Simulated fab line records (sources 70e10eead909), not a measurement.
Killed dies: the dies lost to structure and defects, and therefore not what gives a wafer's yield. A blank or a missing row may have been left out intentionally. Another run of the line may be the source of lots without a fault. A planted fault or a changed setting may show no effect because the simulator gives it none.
Comparing a struck lot with a sound one + flow nand harc + 28 steps out of a route of 1302
Sound: wafers L698.2, L698.3, L698.6. Struck: wafers L712.2, L712.3, L712.6. At the end, the cause is stated.
For every step that has rows: the tool of each side, followed by ch and its chambers, followed by its first start. Under that, the readings that differ: sound wafers + struck wafers + difference of the means + sigmas: that difference in standard deviations of wafers without a fault.
alike: a reading whose means differ by less than 2 such deviations, as well as words and numbers matching on both sides. not compared: withheld readings; readings where some wafer has no value; bounds like >300 that might hide an equal value; numbers whose values overlap and for which the record gives no deviation.
A row with sigmas, a row that says differs or no value, or rows on one side alone: a step with any of these is where the two part. Numbers that have no deviation but don't overlap get no sigmas and don't part them. A reading that every wafer of one side lacks parts them only if that side has two wafers or more.

first, 6 steps without rows for these wafers: NHARC_A_ONON_D2_DEP_06 (target thk 1000 nm); NHARC_A_ONON_D2_DEP_09 (target thk 1000 nm); NHARC_A_ONON_D2_DEP_12 (target thk 1000 nm); NHARC_A_ONON_D2_ANNEAL_15 (time 3600 s); NHARC_A_ONON_D2_DEP_16 (target thk 1000 nm); NHARC_A_ONON_D2_DEP_19 (target thk 1000 nm).
NHARC_A_ONON_D2_DEP_22: target thk 1000 nm.
  sound on pecvd onon-04 ch 0, day 13 12:40; struck on pecvd onon-04 ch 0, day 19 13:34
  alike: n2 flow sccm, sih4 flow sccm, susceptor temp C
then, 20 steps without rows for these wafers: NHARC_A_ONON_D2_DEP_25 (target thk 1000 nm); NHARC_A_ONON_D2_DEP_28 (target thk 1000 nm); NHARC_A_ONON_D2_DEP_33 (deposits SiO2, target thk 200 nm); NHARC_A_CHANNEL_HOLE_D2_DEP_00 (deposits aC, target thk 3100 nm); NHARC_A_CHANNEL_HOLE_D2_DEP_01 (deposits SiON, target thk 140 nm); NHARC_A_CHANNEL_HOLE_D2_DEHYDRATE_02 (time 120 s); NHARC_A_CHANNEL_HOLE_D2_HMDS_03 (time 30 s); NHARC_A_CHANNEL_HOLE_D2_COAT_36 (time 75 s); NHARC_A_CHANNEL_HOLE_D2_COAT_37 (time 65 s); NHARC_A_CHANNEL_HOLE_D2_COAT_04 (resist thk 90 nm); NHARC_A_CHANNEL_HOLE_D2_SOFTBAKE_05 (time 55 s); NHARC_A_CHANNEL_HOLE_D2_EBR_06; NHARC_A_CHANNEL_HOLE_D2_EXPOSE_07 (exposes mask HOLE D2, target cd 100 nm); NHARC_A_CHANNEL_HOLE_D2_PEB_08 (peb time 65 s); NHARC_A_CHANNEL_HOLE_D2_DEVELOP_09 (develop time 35 s); NHARC_A_CHANNEL_HOLE_D2_DESCUM_15 (chemistry O2, time 3 s); NHARC_A_CHANNEL_HOLE_D2_ETCH_38 (etches the open film in CF4, target depth 39 nm, time 65 s); NHARC_A_CHANNEL_HOLE_D2_ETCH_39 (etches the open film in N2/H2, target depth 260 nm, time 325 s); NHARC_A_CHANNEL_HOLE_D2_ETCH_34 (etches the open film in CF4/CHF3, target depth 154 nm, time 77 s); NHARC_A_CHANNEL_HOLE_D2_ETCH_16 (etches the open film in O2/COS, target depth 3100 nm, time 806 s).
-- the record jumps here: 11 days lie between the struck wafers' starts before and after (it left off in module A_CHANNEL_HOLE_D2 and takes up again in module END, whose first step shown is number 1302 of the route) --
NHARC_END_SORT_01:
  sound on prober-01 ch 0, day 25 07:58; struck on prober-01 ch 0, day 30 23:26
| reading         | sound    | struck      | difference | sigmas |
|-----------------|----------|-------------|------------|--------|
| killed at array | 57 54 58 | 157 146 171 | +102       | +7     |
| killed dies     | 66 63 61 | 165 159 178 | +104       | +7     |
  alike: killed at other, killed at periphery, killed open, killed short

## WHERE THEY PART
Only at NHARC_END_SORT_01, as far as this record shows.

WHY: whatever the simulator had introduced
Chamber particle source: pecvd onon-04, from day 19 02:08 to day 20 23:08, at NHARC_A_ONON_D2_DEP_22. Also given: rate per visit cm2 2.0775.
